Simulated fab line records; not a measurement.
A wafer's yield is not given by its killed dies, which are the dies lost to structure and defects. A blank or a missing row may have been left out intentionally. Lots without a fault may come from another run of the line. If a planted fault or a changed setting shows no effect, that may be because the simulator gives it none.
2 desks, one fault / flow nand harc / each desk holds nothing but its own numbers, with what lay behind them at the end

== FOR THE TOOL OWNER'S DESK: lpcvd poly-02 ==
The tool's own readings at NHARC_A_SOURCE_PLATE_CVD_03 (deposits poly-Si, target thk 200 nm, time 4000 s): means of the sampled wafers that have a number, for each lot that ran on this tool. Marked OUT: a lot whose mean sits more than 4 standard deviations from the usual mean, which makes it out of limits; the brackets give that distance.
Columns: A = spike tc bottom C at NHARC_A_SOURCE_PLATE_CVD_03, usual 639.2 C; B = spike tc centre C at NHARC_A_SOURCE_PLATE_CVD_03, usual 620.2 C; C = spike tc lower C at NHARC_A_SOURCE_PLATE_CVD_03, usual 619.5 C; D = spike tc top C at NHARC_A_SOURCE_PLATE_CVD_03, usual 636.8 C; E = spike tc upper C at NHARC_A_SOURCE_PLATE_CVD_03, usual 618.6 C; F = tube center temp C at NHARC_A_SOURCE_PLATE_CVD_03, usual 620 C; G = zone power bottom pct at NHARC_A_SOURCE_PLATE_CVD_03, usual 13.0 %
lot=L831; first seen here=day 7 04:34; A=640.1; B=621.8; C=619.8; D=635.9; E=617.5; F=620; G=13.8
lot=L832; first seen here=day 7 15:43; A=639.5; B=620.9; C=619.5; D=636.4; E=617.8; F=620; G=13.8
lot=L834; first seen here=day 8 19:53; A=639.5; B=620.9; C=619.4; D=636.0; E=617.9; F=620; G=13.9
lot=L841; first seen here=day 11 04:02; A=625.6 (-14) OUT; B=606.9 (-9.5) OUT; C=606.2 (-14) OUT; D=624.2 (-5.0) OUT; E=605.2 (-11) OUT; F=607 (-99 or more) OUT; G=13.2
lot=L842; first seen here=day 11 16:42; A=626.3 (-13) OUT; B=607.4 (-9.1) OUT; C=606.4 (-14) OUT; D=623.5 (-5.3) OUT; E=604.9 (-11) OUT; F=607 (-99 or more) OUT; G=13.2
This desk finds L841, L842 out of limits, L841 being first, at day 11 04:02 (spike tc bottom C at NHARC_A_SOURCE_PLATE_CVD_03). L831, L832, L834: within limits.

== THE METROLOGY DESK ==
Lot by lot, what the gauges showed, no matter which tool ran the lot: averages of those sampled wafers that carry a number. Marked OUT: a lot whose mean sits more than 4 standard deviations from the usual mean, which makes it out of limits; the brackets give that distance.
Columns: A = thk nm at NHARC_P_BONDPAD_THK_MEAS_20, usual 160.7 nm; B = thk nm at NHARC_A_SOURCE_PLATE_THK_MEAS_06, usual 198.8 nm
lot=L831; first seen here=day 6 14:58; A=160.5; B=198.5
lot=L832; first seen here=day 7 02:35; A=161.6; B=198.2
lot=L834; first seen here=day 8 06:09; A=161.5; B=200.6
lot=L839; first seen here=day 10 04:38; A=160.1; B=201.1
lot=L841; first seen here=day 10 15:20; A=158.6; B=146.8 (-23) OUT
lot=L842; first seen here=day 11 03:50; A=160.0; B=145.6 (-23) OUT
lot=L844; first seen here=day 12 20:06; A=159.8; B=198.5
lot=L846; first seen here=day 12 20:46; A=163.0; B=200.8
lot=L847; first seen here=day 13 11:38; A=161.7; B=198.9
lot=L851; first seen here=day 14 22:16; A=161.6; B=198.4
lot=L853; first seen here=day 15 16:59; A=161.8; B=192.9
lot=L854; first seen here=day 16 06:56; A=159.2; B=197.8
This desk finds L841, L842 out of limits, L841 being first, at day 11 14:48 (thk nm at NHARC_A_SOURCE_PLATE_THK_MEAS_06). L831, L832, L834, L839, L844, L846, L847, L851, L853, L854: within limits.

== PUT TOGETHER ==
The tool owner's desk had the chance to raise an alarm at day 11 04:02 on L841, L842.
The metrology desk could have raised an alarm at day 11 14:48, on L841, L842.
NHARC_A_SOURCE_PLATE_CVD_03 was run on lpcvd poly-02 by each of the lots named.

== WHAT THE SIMULATOR HAD PUT IN ==
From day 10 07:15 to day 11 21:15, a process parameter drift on lpcvd poly-02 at NHARC_A_SOURCE_PLATE_CVD_03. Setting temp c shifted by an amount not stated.
Lots struck among those shown: L841, L842.
Counting hours from when the fault started, the first reading out of limits came at 21 for the tool owner's desk and at 32 for the metrology desk.
